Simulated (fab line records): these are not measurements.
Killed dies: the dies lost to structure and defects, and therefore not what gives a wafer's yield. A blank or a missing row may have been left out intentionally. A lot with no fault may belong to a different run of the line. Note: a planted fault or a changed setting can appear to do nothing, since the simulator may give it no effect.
Matching of chambers ; flow nand_harc ; 4 sister chambers for NHARC_A_SGD_CUT_ETCHBACK_24 on rie_diel-04
The step etches the open film in CH3F/O2, target depth 50 nm, time 92.857 s. 33 wafers are shown with their chamber, then 12 later ones without.

## WAFERS WITH THEIR CHAMBER
wafer;chamber;showerhead_plenum_p_Torr (Torr);drypump_motor_current_A (A);rf_vpp_V (V)
L074.3;3;2.62;6.0;246.4
L074.4;0;2.59;6.4;247.0
L074.5;0;2.59;6.4;245.5
L074.1;2;2.39;6.5;242.6
L074.2;1;2.43;5.2;244.6
L074.6;3;2.62;6.0;246.4
L080.4;2;2.39;6.5;244.6
L080.5;2;2.39;6.5;243.9
L080.6;3;2.62;5.9;247.6
L080.1;3;2.62;5.9;245.7
L080.2;0;2.58;6.5;245.7
L080.3;1;2.43;5.2;242.2
L081.2;1;2.43;5.2;245.4
L081.4;3;2.62;6.0;247.8
L081.6;2;2.39;6.5;243.7
L081.1;2;2.39;6.5;243.4
L081.3;0;2.58;6.5;246.5
L081.5;1;2.43;5.2;244.6
L082.1;1;2.43;5.2;242.3
L082.2;0;2.58;6.5;246.7
L082.3;2;2.39;6.5;242.7
L082.4;3;2.62;5.9;246.9
L082.5;3;2.62;5.9;247.3
L082.6;2;2.39;6.5;242.0
L085.2;2;2.39;6.5;243.3
L085.3;3;2.62;6.0;246.6
L085.6;2;2.39;6.5;244.1
L087.1;0;2.58;6.5;246.1
L087.3;3;2.62;6.0;245.0
L087.4;1;2.43;5.2;244.2
L091.1;3;2.62;5.9;247.8
L091.2;1;2.43;5.2;244.1
L091.6;2;2.39;6.5;244.3

SIGNATURES (averages over the wafers above)
reading;chamber 0;chamber 1;chamber 2;chamber 3;scatter within a chamber
showerhead_plenum_p_Torr;2.5833;2.4300;2.3900;2.6200;0.00214
drypump_motor_current_A;6.467;5.200;6.500;5.950;0.0364
rf_vpp_V;246.250;243.914;243.460;246.750;0.916
Rule: a wafer's distance from a chamber is the root of the sum, over the readings, of the square of ((its reading less the chamber's mean) divided by the reading's scatter). If the next closest chamber is less than 2 further off than the closest, the wafer can't be placed; otherwise it belongs to the closest. The scatter is the square root of a quotient: the sum, over the shown wafers, of each reading's squared deviation from its chamber's mean, divided by wafers minus chambers.

## WAFERS WITH NO CHAMBER GIVEN
wafer;showerhead_plenum_p_Torr (Torr);drypump_motor_current_A (A);rf_vpp_V (V)
L093.1;2.39;6.5;244.4
L093.5;2.58;6.4;245.7
L093.6;2.43;5.2;244.4
L096.1;2.43;5.2;245.1
L096.2;2.58;6.5;245.2
L096.4;2.58;6.5;247.2
L094.1;2.39;6.5;244.6
L094.4;2.43;5.2;243.5
L094.6;2.58;6.4;244.6
L097.1;2.39;6.5;242.9
L097.4;2.43;5.2;243.1
L097.6;2.43;5.2;243.5

## THE CHAMBER EACH PASSED THROUGH
wafer;from the rows above;in truth
L093.1;2;2
L093.5;0;0
L093.6;1;1
L096.1;1;1
L096.2;0;0
L096.4;0;0
L094.1;2;2
L094.4;1;1
L094.6;0;0
L097.1;2;2
L097.4;1;1
L097.6;1;1
12 of 12 placed correctly. Left unplaced by these rows: 0. Wrongly placed: 0.
